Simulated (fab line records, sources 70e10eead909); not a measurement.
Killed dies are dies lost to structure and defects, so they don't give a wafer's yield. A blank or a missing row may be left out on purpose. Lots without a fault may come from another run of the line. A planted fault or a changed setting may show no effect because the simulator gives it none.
Which tool did it? | flow nand_harc | 6 lots, 18 wafers sampled, at 5 steps of a route of 1302

WHAT THE GAUGES READ, wafer by wafer
NHARC_END_SORT_01.
lot | measured | on | killed_at_array

WHICH TOOL RAN EACH LOT (tool, then ch and the chambers of the sampled wafers, then the start)
lot  | NHARC_A_SLIT_STRIP_18                         | NHARC_A_WL_FILL_CVD_03        | NHARC_A_WL_FILL_ETCHBACK_04       | NHARC_A_WL_FILL_STRIP_27
L346 | rie_diel-03 ch 0,2, day 21 09:38 or earlier   | cvd_w-02 ch 0, day 21 09:38   | rie_metal-02 ch 0,1, day 21 10:21 | plasma_asher-01 ch 0,1, day 21 10:43
L349 | rie_diel-05 ch 0,1,2, day 22 12:45 or earlier | cvd_w-02 ch 0,1, day 22 12:45 | rie_metal-03 ch 0,1, day 22 13:07 | plasma_asher-02 ch 0,1, day 22 13:31
L350 | rie_diel-05 ch 0,1,2, day 23 11:34 or earlier | cvd_w-02 ch 0,1, day 23 11:34 | rie_metal-03 ch 0,1, day 23 11:57 | plasma_asher-02 ch 0,1, day 23 12:20
L353 | rie_diel-03 ch 1,2,3, day 24 20:21 or earlier | cvd_w-01 ch 0,1, day 24 20:21 | rie_metal-02 ch 1, day 24 20:46   | plasma_asher-01 ch 0,1, day 24 21:07
L364 | rie_diel-05 ch 0,1, day 28 14:19 or earlier   | cvd_w-01 ch 0,1, day 28 14:19 | rie_metal-02 ch 0,1, day 28 14:43 | plasma_asher-01 ch 0,1, day 28 15:05
L365 | rie_diel-07 ch 0,2,3, day 29 05:21 or earlier | cvd_w-01 ch 0,1, day 29 05:21 | rie_metal-03 ch 0,1, day 29 05:43 | plasma_asher-01 ch 0,1, day 29 06:06
- NHARC_A_SLIT_STRIP_18: strips in O2.
- NHARC_A_WL_FILL_CVD_03: deposits W, target thk 40 nm, time 279 s.
- NHARC_A_WL_FILL_ETCHBACK_04: etches the open film in NF3, target depth 60 nm, time 120 s.
- NHARC_A_WL_FILL_STRIP_27: strips in N2/H2, time 20 s.

THE ANSWER, worked out from the rows above alone
Rule: what is usual is taken from the lots themselves. Put in order of their means at a reading, lots are off if they are a third of the lots or fewer, leave a main group of 4 or more, and stand apart from it by a gap of 3 or more times the standard deviation of the main group's means; of several such gaps the widest counts. A main group whose means are all the same, to the digits that the tables above print for the reading, isn't used. A lot without any number at a reading at which 4 lots or more have one is off too. The other lots that the step has rows for count as sound.
No lot is off at any reading shown: from this, nothing can be told.

WHAT THE SIMULATOR HAD PUT IN
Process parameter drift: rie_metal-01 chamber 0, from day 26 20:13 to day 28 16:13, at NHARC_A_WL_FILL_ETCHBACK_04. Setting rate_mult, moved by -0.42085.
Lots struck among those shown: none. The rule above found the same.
